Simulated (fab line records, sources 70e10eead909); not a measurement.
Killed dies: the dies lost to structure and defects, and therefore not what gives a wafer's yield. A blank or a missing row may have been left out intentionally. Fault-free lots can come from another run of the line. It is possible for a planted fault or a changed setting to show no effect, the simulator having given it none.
Which tool is to blame? | flow nand-harc | 12 lots, 36 wafers sampled, at 1 step of a route of 1302

WHAT THE GAUGES SHOWED, per wafer
NHARC_A_SLIT_INSPECT_11.
lot  | measured     | on                | raw-defect-count
L074 | day 20 18:10 | defect-inspect-02 | 53 63 75
L076 | day 21 05:26 | defect-inspect-01 | 61 56 77
L078 | day 21 20:12 | defect-inspect-02 | 63 48 71
L081 | day 22 04:36 | defect-inspect-01 | 19 30 28
L084 | day 24 05:37 | defect-inspect-01 | 84 70 80
L085 | day 24 09:28 | defect-inspect-01 | 10 19 13
L087 | day 25 02:35 | defect-inspect-01 | 22 13 15
L089 | day 25 22:09 | defect-inspect-02 | 58 60 52
L092 | day 27 17:56 | defect-inspect-01 | 95 90 99
L094 | day 27 22:12 | defect-inspect-01 | 36 31 24
L095 | day 29 02:45 | defect-inspect-01 | 34 26 24
L096 | day 29 17:20 | defect-inspect-01 | 91 79 76

WHAT TOOL EACH LOT RAN ON (gives the tool, then ch and the chambers of the sampled wafers, and finally the start)
Before these readings, the record contains no process step.

THE ANSWER, worked out from the rows above alone
Rule: the lots themselves supply what counts as usual. Put in order of their means at a reading, lots are off if they are a third of the lots or fewer, leave a main group of 4 or more, and stand apart from it by a gap of 3 or more times the standard deviation of the main group's means; of several such gaps the widest counts. A main group whose means are all the same, to the digits that the tables above print for the reading, isn't used. Also off: a lot with no number at a reading for which 4 or more lots have one. All remaining lots with rows at the step are treated as sound.
None of the lots is off at any reading shown; this tells nothing.

WHAT HAD BEEN PUT IN BY THE SIMULATOR
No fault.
